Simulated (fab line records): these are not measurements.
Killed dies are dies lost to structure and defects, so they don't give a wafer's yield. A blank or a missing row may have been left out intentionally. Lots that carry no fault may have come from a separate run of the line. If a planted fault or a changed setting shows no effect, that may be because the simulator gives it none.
Which tool did it? | flow n5Finfet | 30 wafers from 11 lots sampled at 2 of the route's 1938 steps

== WHAT EACH GAUGE READ, for each wafer ==
N5_BEOL_M15_THK_MEAS_01.
lot  | measured     | on           | M15_ILD_THK (nm)
L784 | day 16 00:46 | filmMetro-01 | 1605 1614 1655
L785 | day 16 01:02 | filmMetro-02 | 1639 1646 1639
L787 | day 16 09:04 | filmMetro-02 | 1599 1660
L788 | day 16 09:44 | filmMetro-01 | 1634 1662 1643
L790 | day 17 09:11 | filmMetro-01 | 1616 1624
L796 | day 18 01:46 | filmMetro-02 | 1603 1616 1623
L799 | day 18 19:02 | filmMetro-01 | 1618 1627 1666
L797 | day 19 02:01 | filmMetro-02 | 1619 1629 1644
L803 | day 19 22:09 | filmMetro-01 | 1624 1626
L806 | day 20 17:33 | filmMetro-01 | 1627 1660 1659
L807 | day 21 09:54 | filmMetro-02 | 1629 1648 1617

== WHAT TOOL EACH LOT RAN ON (gives the tool, then ch and the chambers of the sampled wafers, and finally the start) ==
lot  | N5_BEOL_M14_STRIP_37
L784 | rieDiel-04 ch 0,1,3, day 15 22:41
L785 | rieDiel-05 ch 1,2,3, day 15 22:54
L787 | rieDiel-05 ch 2,3, day 16 06:55
L788 | rieDiel-01 ch 1,3, day 16 07:17
L790 | rieDiel-04 ch 2, day 17 07:06
L796 | rieDiel-01 ch 0,1,2, day 17 23:34
L799 | rieDiel-04 ch 1,3, day 18 17:06
L797 | rieDiel-05 ch 1,3, day 18 23:51
L803 | rieDiel-04 ch 2, day 19 18:59
L806 | rieDiel-01 ch 0,1, day 20 14:56
L807 | rieDiel-04 ch 0,3, day 21 06:51
- N5_BEOL_M14_STRIP_37: strips in O2.

== THE ANSWER, worked out from the rows above alone ==
Rule: the usual values come from the lots themselves. The widest of any qualifying gaps counts: lots, ordered by their means at a reading, are off when they make up no more than a third of the lots, leave a main group of 4 or more, and stand apart from it by 3 or more times the standard deviation of that group's means. The tables above print the reading to a certain number of digits; a main group whose means all agree to those digits is not used. A lot without any number at a reading at which 4 lots or more have one is off too. Where the step has rows for the other lots, those lots are counted as sound.
Across all readings shown, no lot is off: no conclusion can be drawn from this.

== WHAT WAS PUT IN BY THE SIMULATOR ==
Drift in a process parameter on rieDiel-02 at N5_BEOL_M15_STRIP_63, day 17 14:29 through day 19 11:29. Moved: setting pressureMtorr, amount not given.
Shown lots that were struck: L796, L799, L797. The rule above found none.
